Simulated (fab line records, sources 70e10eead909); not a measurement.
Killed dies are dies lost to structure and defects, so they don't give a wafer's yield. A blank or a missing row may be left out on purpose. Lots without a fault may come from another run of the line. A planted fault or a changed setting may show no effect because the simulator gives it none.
Chamber matching | flow nand_harc | NHARC_A_ZERO_WELL_DESCUM_12 on rie_diel-05: 3 sister chambers
The step chemistry O2, time 3 s. 3 wafers are shown with their chamber, then 4 later ones without.

WAFERS WITH THEIR CHAMBER
wafer  | chamber | oes_product_au (a.u.)
L515.1 | 3       | 0.994
L522.1 | 0       | 1.001
L522.5 | 1       | 0.994

WAFERS WITHOUT THEIR CHAMBER
wafer  | oes_product_au (a.u.)
L522.6 | 0.993
L526.3 | 0.996
L526.4 | 0.998
L529.1 | 0.999

WHICH CHAMBER EACH WENT THROUGH
wafer  | from the rows above          | in truth
L522.6 | can't be placed: 1 or 3      | 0
L526.3 | can't be placed: 1 or 3 or 0 | 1
L526.4 | can't be placed: 0 or 1 or 3 | 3
L529.1 | can't be placed: 0 or 1 or 3 | 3
Placed correctly: 0 of 4. Can't be placed from these rows: 4 (the true chamber is among the candidates in 3). Placed wrongly: 0.
How it was worked out, from the rows above alone: a wafer's distance from a chamber is the root of the sum, over the readings, of the square of ((its reading less the chamber's mean) divided by the reading's scatter). The wafer belongs to the nearest chamber; if the next one is less than 2 further off, it can't be placed. A chamber's mean is the mean of its shown wafers. The scatter: with one shown wafer a chamber, the root of the mean of the squares of how far each hidden wafer lies from its nearest shown one.
